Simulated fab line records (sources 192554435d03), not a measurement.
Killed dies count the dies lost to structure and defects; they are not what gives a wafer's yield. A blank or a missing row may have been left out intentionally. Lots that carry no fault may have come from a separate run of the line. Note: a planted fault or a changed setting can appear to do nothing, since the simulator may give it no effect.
fab line records ; flow n5-finfet
record lots=6; wafers=18; last-day=18
route steps=1938 shown SD_EPI_N@283 SD_EPI_P@295 BEOL_M4@1111
lots that met no fault: from a run of the same line without faults
start-h: hours from the record's first day to the start of the lot's first wafer shown ; wait-h: hours from the lot's prior step to this one ; " unchanged from the row above ; L1.1+2: a single row standing in for several wafers ; - no value present, or no start provided ; * or withheld: withheld ; < > ~ a bound
route shown NAME@n: a module of which the file shows steps, and the number in the route of the first ; usual: the fault-free wafers' mean and standard deviation ; same: alike in all rows ; chamber/n: place in a boat ; sites: per-site readings ; _std_site: standard deviation across them ; _edge_site: mean of outer sites minus mean of inner sites ; radius-mm: how far each site lies from the wafer's centre ; mask NAME#n: copy n ; behind: the last tool/chamber to shape the wafer ; hold: what put the lot on hold/how long, in hours/how the hold closed ; device: transistor that didn't switch, given as n, p or np ; end of line: tests of these same wafers at the route's end ; a step with no rows: only its recipe ; killed: dies that structure and defects cost at the first sort, which is not the same as the wafer's yield ; map: per-die view of a wafer (x killed, . not killed, _ where there is no die)
set.NAME: the setting as run; set.NAME@STEP: as run at that earlier step ; model.NAME: the simulator's own value behind a step, which no gauge read
lots seen at some steps along the route; tables by step, rows by wafer
services: when a tool's chamber went out of use (start-h, in hours from the record's first day, below 0 if earlier), for how many hours, and the reason
## steps
# step N5_SD_EPI_N_WET_ETCH_43
# recipe chemistry=dHF; dilution=withheld; time-s=14; target=SiO2; target-depth-a=15; temp-c=25
# step N5_SD_EPI_N_STRIP_18
# recipe chemistry=SPM; time-s=750; temp-c=130; h2so4-h2o2-vol-ratio=4
# step N5_SD_EPI_N_SRD_20
# recipe dry=ipa-marangoni; do-ppb=5; time-s=30; temp-c=23; rinse-liquid=diw
# step N5_SD_EPI_N_PRECLEAN_48
# recipe chemistry=NF3:NH3; afs-cycles=2; temp-c=30; time-s=20; sublimation-temp-c=180; sublimation-time-s=60; pressure-torr=3; rf-power-w=30
# step N5_SD_EPI_N_VAPOR_ETCH_50
# recipe chemistry=HCl; target=Si; temp-c=775; time-s=54; pressure-torr=20; mode=isotropic
# usual throttle-valve-pct=11.8/0.3
lot.wafer;tool;chamber;start-h;wait-h;throttle-valve-pct
L146.3;epi-rpcvd-02;0;104.88;0.2;11.3
L146.4;epi-rpcvd-02;0;104.88;0.2;11.6
L146.5;epi-rpcvd-02;0;104.88;0.2;11.7
L149.1;epi-rpcvd-03;0;124.39;0.3;11.8
L149.2;epi-rpcvd-03;0;124.39;0.3;12.2
L149.6;epi-rpcvd-03;0;124.39;0.3;12.1
L156.2;epi-rpcvd-02;0;164.34;0.3;11.6
L156.4;epi-rpcvd-02;0;164.34;0.3;11.4
L156.6;epi-rpcvd-02;0;164.34;0.3;11.7
L157.2;epi-rpcvd-02;0;170.18;0.3;11.6
L157.3;epi-rpcvd-02;0;170.18;0.3;11.6
L157.6;epi-rpcvd-02;0;170.18;0.3;11.6
L159.2;epi-rpcvd-02;0;181.82;0.3;11.5
L159.5;epi-rpcvd-02;0;181.82;0.3;11.7
L159.6;epi-rpcvd-02;0;181.82;0.3;11.4
L160.1;epi-rpcvd-02;0;191.31;0.3;11.5
L160.2;epi-rpcvd-02;0;191.31;0.3;11.6
L160.4;epi-rpcvd-02;0;191.31;0.3;11.3
# step N5_SD_EPI_N_EPI_21
# recipe material=Si:P; dopant=P; temp-c=680; pressure-torr=255; time-s=690
# step N5_SD_EPI_N_EPI_MEAS_23
# recipe mode=xrd
# usual thk-nm=58.8/1.3
lot.wafer;tool;chamber;start-h;wait-h;thk-nm
L146.3;film-metro-02;-;106.72;0.9;58.7
L146.4;film-metro-02;-;106.72;0.9;56.4
L146.5;film-metro-02;-;106.72;0.9;57.7
L149.1;film-metro-02;-;126.28;1.4;61.8
L149.2;film-metro-02;-;126.28;1.4;58.7
L149.6;film-metro-02;-;126.28;1.4;59.4
L156.2;film-metro-02;-;166.21;1.2;58.9
L156.4;film-metro-02;-;166.21;1.2;59.7
L156.6;film-metro-02;-;166.21;1.2;58.8
L157.2;film-metro-02;-;172.05;1.2;58.5
L157.3;film-metro-02;-;172.05;1.2;59.5
L157.6;film-metro-02;-;172.05;1.2;60.0
L159.2;film-metro-02;-;183.69;1.2;59.3
L159.5;film-metro-02;-;183.69;1.2;59.3
L159.6;film-metro-02;-;183.69;1.2;60.8
L160.1;film-metro-02;-;193.21;1.4;60.4
L160.2;film-metro-02;-;193.21;1.4;58.9
L160.4;film-metro-02;-;193.21;1.4;60.6
# step N5_SD_EPI_N_PRECLEAN_24
# recipe chemistry=O3/DIW; time-s=60; temp-c=22; o3-ppm=10
# step N5_SD_EPI_N_SRD_25
# recipe time-s=30; temp-c=23; rinse-liquid=diw; dry=ipa-marangoni
# step N5_SD_EPI_N_PRECLEAN_49
# recipe chemistry=NF3:NH3; afs-cycles=1; temp-c=30; time-s=20; sublimation-temp-c=180; sublimation-time-s=60; pressure-torr=3; rf-power-w=30
# step N5_SD_EPI_N_LINER_46
# recipe material=SiNx; target-thk-a=30; temp-c=400; ald-precursor-family=SiH2I2; ald-co-reactant=N2/H2-plasma; pressure-torr=2
# usual heater-power-w=842/74
lot.wafer;tool;chamber;start-h;wait-h;heater-power-w
L146.3;ald-sin-02;0;107.25;0.3;696
L146.4;ald-sin-02;3;107.25;0.3;844
L146.5;ald-sin-02;2;107.25;0.3;846
L149.1;ald-sin-02;2;126.59;0.2;839
L149.2;ald-sin-02;0;126.59;0.2;710
L149.6;ald-sin-02;3;126.59;0.2;841
L156.2;ald-sin-04;0;166.51;0.1;1046
L156.4;ald-sin-04;1;166.51;0.1;803
L156.6;ald-sin-04;3;166.51;0.1;861
L157.2;ald-sin-03;2;172.35;0.1;813
L157.3;ald-sin-03;3;172.35;0.1;888
L157.6;ald-sin-03;1;172.35;0.1;907
L159.2;ald-sin-04;1;184.25;0.4;800
L159.5;ald-sin-04;0;184.25;0.4;1040
L159.6;ald-sin-04;1;184.25;0.4;788
L160.1;ald-sin-02;0;193.51;0.2;693
L160.2;ald-sin-02;1;193.51;0.2;856
L160.4;ald-sin-02;3;193.51;0.2;839
# step N5_SD_EPI_N_INSPECT_26
# recipe inspect-instrument=darkfield; mode=post-epi
# usual raw-defect-count=215/45
lot.wafer;tool;chamber;start-h;wait-h;raw-defect-count
L146.3;defect-inspect-01;-;107.50;0.1;213
L146.4;defect-inspect-01;-;107.50;0.1;218
L146.5;defect-inspect-01;-;107.50;0.1;195
L149.1;defect-inspect-02;-;126.84;0.1;251
L149.2;defect-inspect-02;-;126.84;0.1;163
L149.6;defect-inspect-02;-;126.84;0.1;178
L156.2;defect-inspect-01;-;166.77;0.2;182
L156.4;defect-inspect-01;-;166.77;0.2;271
L156.6;defect-inspect-01;-;166.77;0.2;281
L157.2;defect-inspect-02;-;172.61;0.2;316
L157.3;defect-inspect-02;-;172.61;0.2;276
L157.6;defect-inspect-02;-;172.61;0.2;297
L159.2;defect-inspect-01;-;184.50;0.1;185
L159.5;defect-inspect-01;-;184.50;0.1;161
L159.6;defect-inspect-01;-;184.50;0.1;252
L160.1;defect-inspect-02;-;193.76;0.1;194
L160.2;defect-inspect-02;-;193.76;0.1;209
L160.4;defect-inspect-02;-;193.76;0.1;236
# step N5_SD_EPI_P_COAT_34
# recipe resist=SOC; temp-c=250; time-s=60; spin-rpm=1500; resist-thk-nm=350
# usual spin-speed-rpm=1499.9/0.9
lot.wafer;tool;chamber;start-h;wait-h;spin-speed-rpm;model.SOC_of_SD_EPI_P_COAT_34.thk-nm
L146.3;litho-track-04;0;107.53;0.0;1500.3;349.6
L146.4;litho-track-04;0;107.53;0.0;1499.4;350.4
L146.5;litho-track-04;0;107.53;0.0;1499.4;349.6
L149.1;litho-track-04;0;126.87;0.0;1500.2;350.4
L149.2;litho-track-04;0;126.87;0.0;1500.2;350.6
L149.6;litho-track-04;0;126.87;0.0;1498.7;350.8
L156.2;litho-track-04;0;166.80;0.0;1435.7;358.2
L156.4;litho-track-04;0;166.80;0.0;1435.2;358.4
L156.6;litho-track-04;0;166.80;0.0;1436.4;358
L157.2;litho-track-02;0;172.64;0.0;1498.0;349.4
L157.3;litho-track-02;0;172.64;0.0;1499.9;349.4
L157.6;litho-track-02;0;172.64;0.0;1499.4;348.4
L159.2;litho-track-04;0;184.53;0.0;1433.9;359
L159.5;litho-track-04;0;184.53;0.0;1435.0;358.8
L159.6;litho-track-04;0;184.53;0.0;1433.8;359.2
L160.1;litho-track-02;0;193.79;0.0;1500.4;349.8
L160.2;litho-track-02;0;193.79;0.0;1501.9;350.2
L160.4;litho-track-02;0;193.79;0.0;1500.6;349.6
# step N5_SD_EPI_P_COAT_35
# recipe resist=SiARC; temp-c=220; time-s=60; spin-rpm=1500; resist-thk-nm=35
# step N5_BEOL_M4_RC_MEAS_101
# usual DIBL_N=36.4/1.7; DIBL_P=36.4/2.1; IOFF_N=0.16/0.035; IOFF_P=0.21/0.035; ION_N=680/11; ION_P=465/6.8; SS_N=71.5/0.58; SS_P=73.2/0.72; VT_N=249/3.6; VT_P=-250/3.1
lot.wafer;tool;chamber;start-h;wait-h;DIBL_N[mV/V];DIBL_P[mV/V];IOFF_N[nA/um];IOFF_P[nA/um];ION_N[uA/um];ION_P[uA/um];SS_N[mV/dec];SS_P[mV/dec];VT_N[mV];VT_P[mV]
L146.3;prober-02;0;218.54;0.3;38.2;38.6;0.18;0.22;677;457;72.4;73.4;249;-249
L146.4;prober-02;0;218.54;0.3;38.6;40.2;0.20;0.25;690;474;72.3;74.0;245;-248
L146.5;prober-02;0;218.54;0.3;37.3;37.8;0.16;0.21;680;465;71.6;73.6;254;-251
L149.1;prober-01;0;246.88;0.0;36.6;34.3;0.16;0.19;675;454;72.0;72.0;248;-251
L149.2;prober-01;0;246.88;0.0;36.8;35.1;0.15;0.19;670;458;72.0;73.1;249;-253
L149.6;prober-01;0;246.88;0.0;36.4;35.7;0.15;0.20;682;464;71.4;72.7;249;-248
L156.2;prober-01;0;296.90;0.2;40.0;37.8;0.22;0.26;697;471;72.5;74.2;245;-247
L156.4;prober-01;0;296.90;0.2;36.0;32.5;0.14;0.18;663;458;71.5;72.3;251;-254
L156.6;prober-01;0;296.90;0.2;36.9;34.8;0.17;0.21;686;470;71.1;73.2;246;-251
L157.2;prober-01;0;302.55;0.2;37.1;37.9;0.21;0.21;674;452;72.1;74.1;248;-253
L157.3;prober-01;0;302.55;0.2;39.2;40.1;0.27;0.26;705;470;73.0;74.4;239;-249
L157.6;prober-01;0;302.55;0.2;37.0;37.6;0.20;0.21;678;457;72.6;73.2;247;-251
L159.2;prober-01;0;306.27;0.7;37.3;36.7;0.16;0.23;682;467;71.7;72.8;249;-247
L159.5;prober-01;0;306.27;0.7;35.5;34.1;0.14;0.19;683;469;71.3;73.1;252;-251
L159.6;prober-01;0;306.27;0.7;37.7;37.6;0.17;0.25;686;471;71.9;73.9;249;-247
L160.1;prober-01;0;309.46;0.0;37.1;37.3;0.17;0.24;685;471;71.3;73.8;249;-247
L160.2;prober-01;0;309.46;0.0;37.0;36.5;0.16;0.23;674;461;71.4;73.7;250;-248
L160.4;prober-01;0;309.46;0.0;36.6;35.0;0.15;0.21;668;462;71.9;73.1;251;-250
## services
tool;chamber;start-h;hours;kind
ald-sin-02;-;85.48;14.0;pm
ald-sin-02;0;85.48;14.0;vent-cycle
ald-sin-02;1;85.48;14.0;vent-cycle
ald-sin-02;2;85.48;14.0;vent-cycle
ald-sin-02;3;85.48;14.0;vent-cycle
epi-rpcvd-03;-;92.98;1.6;repair
ald-sin-04;-;94.92;28.1;pm
ald-sin-02;0;99.48;-;clean
ald-sin-02;1;99.48;-;clean
ald-sin-02;2;99.48;-;clean
ald-sin-02;3;99.48;-;clean
litho-track-02;-;125.27;-;consumable-replace:filter
ald-sin-03;-;177.71;14.0;pm
ald-sin-03;0;177.71;15.3;vent-cycle
ald-sin-03;1;177.71;15.3;vent-cycle
ald-sin-03;2;177.71;31.7;vent-cycle
ald-sin-03;3;177.71;15.3;vent-cycle
## key
first-sign step=N5_SD_EPI_P_COAT_34; reading=spin-speed-rpm; direction=down; sigmas=72; usual=*; struck=*
effect none on later readings
model-effect step=N5_SD_EPI_P_COAT_34; value=SOC_of_SD_EPI_P_COAT_34.thk-nm; without=350.7; struck=358.6
met-at N5_SD_EPI_P_COAT_34
struck-wafers L156.2,L156.4,L156.6,L159.2,L159.5,L159.6
onset-between 126.87 166.80
fault kind=process-parameter-drift; tool=litho-track-04; chamber=-; onset-h=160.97; steps=N5_SD_EPI_P_COAT_34; channel=spin-rpm; offset=*; shape=step; end-h=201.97; acts-in=*; stated=*
